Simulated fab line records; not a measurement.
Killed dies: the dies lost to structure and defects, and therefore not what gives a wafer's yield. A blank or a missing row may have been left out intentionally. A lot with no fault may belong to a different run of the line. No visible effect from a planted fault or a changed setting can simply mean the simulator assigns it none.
fab line records	flow n5_finfet
record: lots: 7	wafers: 39
route steps=1938 shown GATE_CUT@493 MOL_CONTACT_COAG@581
start_h: hours from the record's opening day to when the first of the lot's shown wafers began	wait_h: hours from the lot's prior step to this one	" same as the row above	L1.1+2: one row covering several wafers at once	- either no value or no given start	* or withheld: withheld	< > ~ a bound
route shown NAME@n: NAME is a module with steps in the file, n the number in the route of the first one	usual: mean/standard deviation taken from wafers without a fault	same: alike in all rows	chamber/n: place in a boat	sites: per-site readings	_std_site: standard deviation of those values	_edge_site: mean of outer sites minus mean of inner sites	radius_mm: for every site, how far away it sits from the centre of the wafer	mask NAME#n: copy n	behind: the most recent tool/chamber to have shaped the wafer	hold: cause of the lot's hold/its duration in hours/its outcome	device: whichever transistor did not switch (one of n, p or np)	end of line: tests run on the same wafers once the route is complete	for a step that has no rows: nothing shown but its recipe	killed: the dies lost at the first sort to structure and to defects; this is not the yield of the wafer	map: per-die view of a wafer (x killed, . not killed, _ where there is no die)
set.NAME: setting as actually run; set.NAME@STEP: the setting as run at that earlier step	model.NAME: the simulator's own value behind a step, which no gauge read
lots run with intentionally changed settings; tables by step, rows by wafer
== steps ==
step: N5_GATE_CUT_ETCH_37
recipe: chemistry: N2/H2	target: SOC	target_depth_a: 600	overetch_a: 120	mask_material: SiARC	temp_c: 40	time_s: 90	ion_energy_ev: 200	pressure_mtorr: 30	source_w: 840	bias_w: 150	n2_flow_sccm: 200	h2_flow_sccm: 200
usual: rf_vpp_V: 523.7/2.7
lot.wafer	tool	chamber	start_h	wait_h	set.bias_w	rf_vpp_V	model.SiARC_of_GATE_CUT_COAT_35.thk_nm
L074.1	rie_diel-05	2	91.99	0.0	128.3	472.7	6.6
L074.2	"	3	"	"	128.3	478.1	6.6
L074.3	"	1	"	"	150	525.1	6
L074.4	"	0	"	"	150	521.2	6
L074.5	"	3	"	"	128.3	477.7	6.6
L074.6	"	0	"	"	150	521.7	6
L078.1	rie_diel-04	0	116.63	0.0	150	520.0	6
L078.2	"	2	"	"	125.7	468.1	7
L078.3	"	1	"	"	125.7	469.5	6.8
L078.4	"	0	"	"	150	519.3	6
L078.5	"	1	"	"	150	524.0	6
L078.6	"	2	"	"	125.7	468.2	7
L083.1	rie_diel-05	0	144.88	0.0	150	519.8	6
L083.2	"	2	"	"	150	524.2	6
L083.4	"	3	"	"	150	526.6	5.8
L084.1	rie_diel-05	2	149.76	0.0	150	523.1	6
L084.2	"	1	"	"	150	524.6	6.2
L084.3	"	0	"	"	150	520.7	6
L084.4	"	3	"	"	150	526.7	5.8
L084.5	"	3	"	"	150	526.2	5.8
L084.6	"	2	"	"	150	523.0	6
L087.1	rie_diel-04	0	167.56	0.0	150	520.0	6
L087.2	"	2	"	"	150	523.3	6.2
L087.3	"	3	"	"	150	528.3	5.8
L087.4	"	1	"	"	150	525.1	5.8
L087.5	"	2	"	"	150	522.7	6
L087.6	"	1	"	"	150	524.0	5.8
L089.1	rie_diel-04	1	176.40	0.0	163.7	555.1	5.4
L089.2	"	0	"	"	150	519.8	6
L089.3	"	2	"	"	163.7	553.7	5.8
L089.4	"	3	"	"	163.7	558.1	5.4
L089.5	"	3	"	"	150	528.4	5.8
L089.6	"	0	"	"	150	522.7	6
L094.1	rie_diel-03	1	209.58	0.0	150	520.0	6
L094.2	"	3	"	"	121.8	459.8	7
L094.3	"	2	"	"	121.8	454.8	7
L094.4	"	0	"	"	150	527.7	6
L094.5	"	1	"	"	150	520.7	6
L094.6	"	0	"	"	121.8	460.8	7
step: N5_MOL_CONTACT_COAG_ETCH_91
recipe: chemistry: N2/H2	target: SOC	target_depth_a: 600	overetch_a: 210	mask_material: SiARC	temp_c: 40	time_s: 101.2	ion_energy_ev: 200	pressure_mtorr: 30	source_w: 840	bias_w: 150	n2_flow_sccm: 200	h2_flow_sccm: 200
usual: rf_vpp_V: 525.6/1.9
lot.wafer	tool	chamber	start_h	wait_h	set.source_w	rf_vpp_V
L074.1	rie_diel-06	2	105.20	0.0	840	526.6
L074.2	"	0	"	"	840	528.2
L074.3	"	1	"	"	840	526.1
L074.4	"	3	"	"	840	523.2
L074.5	"	3	"	"	840	523.9
L074.6	"	2	"	"	840	526.0
L078.1	rie_diel-01	0	132.76	0.0	747.7	547.3
L078.2	"	2	"	"	747.7	544.3
L078.3	"	3	"	"	840	523.0
L078.4	"	1	"	"	840	522.8
L078.5	"	1	"	"	747.7	542.8
L078.6	"	2	"	"	840	525.3
L083.1	rie_diel-06	3	160.33	0.0	840	522.5
L083.2	"	0	"	"	840	526.3
L083.4	"	2	"	"	840	525.9
L084.1	rie_diel-02	2	164.86	0.0	916.8	509.5
L084.2	"	3	"	"	840	524.5
L084.3	"	0	"	"	916.8	513.1
L084.4	"	1	"	"	840	526.9
L084.5	"	0	"	"	840	529.2
L084.6	"	3	"	"	916.8	508.6
L087.1	rie_diel-02	2	182.85	0.0	840	525.8
L087.2	"	1	"	"	964.6	502.4
L087.3	"	0	"	"	840	528.9
L087.4	"	3	"	"	964.6	498.4
L087.5	"	1	"	"	964.6	502.4
L087.6	"	0	"	"	840	527.6
L089.1	rie_diel-06	0	191.47	0.0	778.7	540.7
L089.2	"	1	"	"	778.7	540.5
L089.3	"	2	"	"	840	527.3
L089.4	"	3	"	"	778.7	534.0
L089.5	"	1	"	"	840	526.5
L089.6	"	0	"	"	840	526.6
L094.1	rie_diel-06	3	223.31	0.0	755.8	541.7
L094.2	"	0	"	"	840	526.7
L094.3	"	2	"	"	755.8	544.6
L094.4	"	1	"	"	840	525.4
L094.5	"	3	"	"	755.8	540.6
L094.6	"	0	"	"	840	527.4
== key ==
split: step: N5_GATE_CUT_ETCH_37	setting: bias_w	stated: 150	by: wafer
response: step: N5_GATE_CUT_ETCH_37	reading: rf_vpp_V	change: +3.33	per: 1%	r: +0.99
response: step: N5_GATE_CUT_ETCH_37	reading: model.SiARC_of_GATE_CUT_COAT_35.thk_nm	change: -0.0509	per: 1%	r: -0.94
split: step: N5_MOL_CONTACT_COAG_ETCH_91	setting: source_w	stated: 840	by: wafer
response: step: N5_MOL_CONTACT_COAG_ETCH_91	reading: rf_vpp_V	change: -1.76	per: 1%	r: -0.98
